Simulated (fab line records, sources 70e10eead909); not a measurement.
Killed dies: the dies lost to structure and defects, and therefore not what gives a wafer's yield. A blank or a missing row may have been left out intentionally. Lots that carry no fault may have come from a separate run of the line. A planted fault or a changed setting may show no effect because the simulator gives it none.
A lot that was struck, set against a sound lot -- flow nandHarc -- 15 steps out of a route of 1302
Sound: wafers L122.1, L122.2, L122.5. Wafers struck: L134.2, L134.4, L134.6. The cause comes at the end.
At each step with rows: each side's tool, then ch and its chambers, then its first start. Under that, the readings that differ: sound wafers -- struck wafers -- difference of the means -- sigmas: that difference in standard deviations of wafers without a fault.
alike: same words and numbers on both sides, and readings whose means sit less than 2 such deviations apart. not compared: any withheld reading, any reading some wafer has no value for, any bound like >300 that may hide the same value, and any number with overlapping values for which the record gives no deviation.
The two part at a step that has a row with sigmas, a row that says differs or no value, or rows on one side only. Numbers that don't overlap but have no deviation are shown without sigmas and don't part them. A reading that every wafer of one side lacks parts them only if that side has two wafers or more.

first, 1 step without rows for these wafers: NHARC_A_DECK1_JOINT_SRD_15.
NHARC_A_DECK1_JOINT_DEP_16: deposits SiO2, target thk 45 nm.
  sound on pecvd-02 ch 0,1,2, day 14 06:29; struck on pecvd-03 ch 0,1,2, day 19 10:11
  alike: heaterPowerW, susceptorTempC, throttleValvePct
  not compared: sinceWetCleanH
NHARC_A_DECK1_JOINT_THK_MEAS_17: measures by ellipsometry.
  sound on filmMetro-01, day 14 06:45; struck on filmMetro-01, day 19 10:28
  alike: thkNm
NHARC_A_DECK1_JOINT_INSPECT_05:
  sound on defectInspect-02, day 14 06:47; struck on defectInspect-02, day 19 10:30
  alike: rawDefectCount
next comes 1 step that has no rows for these wafers: NHARC_A_ONON_D2_DEP_00 (target thickness 1000 nm).
NHARC_A_ONON_D2_THK_MEAS_02: measures by ellipsometry.
  sound on filmMetro-02, day 14 07:22; struck on filmMetro-01, day 19 11:05
  alike: thkNm
next comes 1 step that has no rows for these wafers: NHARC_A_ONON_D2_DEP_03 (target thickness 1000 nm).
NHARC_A_ONON_D2_THK_MEAS_05: measures by ellipsometry.
  sound on filmMetro-01, day 14 07:56; struck on filmMetro-02, day 19 11:39
reading,sound,struck,difference,sigmas
thkNm (nm),1017 1016 1017,978 977 976,-40,-4
next comes 1 step that has no rows for these wafers: NHARC_A_ONON_D2_DEP_06 (target thickness 1000 nm).
NHARC_A_ONON_D2_THK_MEAS_08: measures by ellipsometry.
  sound on filmMetro-01, day 14 08:30; struck on filmMetro-01, day 19 12:13
  alike: thkNm
next comes 1 step that has no rows for these wafers: NHARC_A_ONON_D2_DEP_09 (target thickness 1000 nm).
NHARC_A_ONON_D2_THK_MEAS_11: measures by ellipsometry.
  sound on filmMetro-02, day 14 09:04; struck on filmMetro-01, day 19 12:47
reading,sound,struck,difference,sigmas
thkNm (nm),1011 1011 1010,985 986 985,-25,-3
NHARC_A_ONON_D2_DEP_12: target thk 1000 nm.
  sound on pecvdOnon-02 ch 0, day 14 09:08; struck on pecvdOnon-02 ch 0, day 19 12:53
  alike: n2oFlowSccm, nh3FlowSccm, sih4FlowSccm, susceptorTempC
NHARC_A_ONON_D2_THK_MEAS_14: measures by ellipsometry.
  sound on filmMetro-01, day 14 09:38; struck on filmMetro-01, day 19 13:31
reading,sound,struck,difference,sigmas
thkNm (nm),1004 1001 1003,1514 1513 1513,+511,+56
  not compared: hold
NHARC_END_SORT_01:
  the record has rows for the sound wafers here (prober-02 ch 0, day 26 03:46) and none for the struck ones

## WHERE THEY PART
Earliest at NHARC_A_ONON_D2_THK_MEAS_05; latest, in this record, at NHARC_END_SORT_01.

WHY: the cause the simulator had injected
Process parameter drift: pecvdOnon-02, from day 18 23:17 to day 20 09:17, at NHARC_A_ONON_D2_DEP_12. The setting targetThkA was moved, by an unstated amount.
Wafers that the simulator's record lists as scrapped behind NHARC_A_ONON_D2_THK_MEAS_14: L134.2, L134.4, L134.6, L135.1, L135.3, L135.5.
